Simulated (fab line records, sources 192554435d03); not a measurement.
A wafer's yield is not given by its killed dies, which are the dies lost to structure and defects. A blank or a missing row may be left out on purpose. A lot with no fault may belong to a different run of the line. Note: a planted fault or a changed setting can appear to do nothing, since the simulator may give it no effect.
The same fault as seen by 3 desks / flow n5 finfet / every desk sees just its own numbers, and what lay behind them comes last

== AT THE METROLOGY DESK ==
Means of the sampled wafers that have a number, per lot and without regard to the tool the lot ran on: this is what the gauges read. If a lot's mean is further than 4 standard deviations from the usual mean, the lot is out of limits and carries the mark OUT (the distance appears in the brackets). 7 of its 14 readings are shown, namely those furthest out on some lot.
Columns: A = trench depth nm at N5_BEOL_M4_OCD_MEAS_38, usual 55.5 nm; B = M4_THK at N5_BEOL_M4_THK_MEAS_53, usual 39.9 nm; C = DIBL_N at N5_BEOL_M4_RC_MEAS_101, usual 36.5 mV/V; D = DIBL_P at N5_BEOL_M4_RC_MEAS_101, usual 36.6 mV/V; E = SS_N at N5_BEOL_M4_RC_MEAS_101, usual 71.6 mV/dec; F = SS_P at N5_BEOL_M4_RC_MEAS_101, usual 73.4 mV/dec; G = VT_N at N5_BEOL_M4_RC_MEAS_101, usual 250.0 mV
lot=L283; first seen here=day 7 18:58; A=54.8; B=39.4; C=38.1; D=37.7; E=71.8; F=73.4; G=250.1
lot=L287; first seen here=day 8 21:35; A=55.5; B=40.9; C=36.7; D=36.7; E=71.6; F=73.2; G=246.6
lot=L293; first seen here=day 9 22:56; A=55.4; B=39.2; C=37.9; D=36.9; E=71.9; F=73.7; G=246.4
lot=L294; first seen here=day 10 21:52; A=57.0; B=41.8; C=39.5; D=39.8; E=72.5; F=74.7; G=248.8
lot=L301; first seen here=day 12 09:55; A=55.4; B=40.8; C=36.2; D=38.2; E=71.8; F=73.8; G=250.2
lot=L304; first seen here=day 12 18:09; A=55.6; B=38.4; C=35.4; D=34.9; E=71.2; F=73.2; G=250.9
lot=L302; first seen here=day 12 21:11; A=55.5; B=39.1; C=36.1; D=37.1; E=72.0; F=73.3; G=252.0
lot=L303; first seen here=day 13 01:32; A=55.5; B=38.9; C=35.4; D=34.6; E=71.3; F=72.3; G=253.0
This desk's verdict: no lot among the 8 shows anything out of limits.

== DESK OF THE TOOL OWNER: rie diel-06 ==
The tool's own readings at N5_BEOL_M4_TRENCH_ETCH_37 (etches SiOC in C4F6/O2, target depth 55.555 nm, time 29.2 s): means of the sampled wafers that have a number, for each lot that ran on this tool. If a lot's mean is further than 4 standard deviations from the usual mean, the lot is out of limits and carries the mark OUT (the distance appears in the brackets). Readings shown: 7 out of 9 (the first out of limits, and those lying furthest out on some lot).
Columns: A = drypump motor current A at N5_BEOL_M4_TRENCH_ETCH_37, usual 5.8 A; B = oes_f_703_au at N5_BEOL_M4_TRENCH_ETCH_37, usual 0.79 a.u.; C = oes product au at N5_BEOL_M4_TRENCH_ETCH_37, usual 0.79 a.u.; D = rf fwd power W at N5_BEOL_M4_TRENCH_ETCH_37, usual 350.5 W; E = rf vpp V at N5_BEOL_M4_TRENCH_ETCH_37, usual 664 V; F = showerhead plenum p Torr at N5_BEOL_M4_TRENCH_ETCH_37, usual 2.88 Torr; G = throttle valve pct at N5_BEOL_M4_TRENCH_ETCH_37, usual 20.82 %
lot=L287; first seen here=day 8 21:26; A=5.9; B=0.81; C=0.81; D=347.1; E=662; F=2.83; G=20.97
lot=L293; first seen here=day 9 22:47; A=5.2; B=0.88; C=0.88; D=348.3; E=661; F=2.79; G=20.68
lot=L294; first seen here=day 10 21:43; A=5.8; B=0.85; C=0.80; D=378.7 (+17) OUT; E=640 (-4.4) OUT; F=2.85; G=21.02
This desk's finding: out of limits on L294; first on L294, day 10 21:43 (rf fwd power W at N5_BEOL_M4_TRENCH_ETCH_37). In limits: L287, L293.

== THE DEFECT DESK ==
Counts from the inspections along the route, per lot, as means over the sampled wafers that have a number. If a lot's mean is further than 4 standard deviations from the usual mean, the lot is out of limits and carries the mark OUT (the distance appears in the brackets).
Columns: A = raw defect count at N5_BEOL_M4_INSPECT_30, usual 433
lot=L283; first seen here=day 7 14:28; A=506
lot=L287; first seen here=day 8 17:24; A=462
lot=L293; first seen here=day 9 16:41; A=373
lot=L294; first seen here=day 10 11:38; A=494
lot=L301; first seen here=day 12 05:19; A=438
lot=L304; first seen here=day 12 16:26; A=464
lot=L302; first seen here=day 12 19:51; A=462
lot=L303; first seen here=day 12 23:29; A=337
This desk's verdict: no lot among the 8 shows anything out of limits.

== PUT TOGETHER ==
An alarm could have come from the tool owner's desk at day 10 21:43, on L294.
The metrology desk saw nothing out of limits.
Nothing out of limits was seen by the defect desk.
The metrology desk has L294 on record, within its limits.
The defect desk has L294 on record, within its limits.
Of the lots named, all ran N5_BEOL_M4_TRENCH_ETCH_37 on rie diel-06.

== WHAT THE SIMULATOR HAD PUT IN ==
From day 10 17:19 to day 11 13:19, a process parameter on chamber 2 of rie diel-06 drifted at N5_BEOL_M4_TRENCH_ETCH_37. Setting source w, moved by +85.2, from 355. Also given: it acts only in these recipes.
Lots struck among those shown: L294.
Each desk's first reading out of limits, in hours after the fault started: the tool owner's desk, 4.
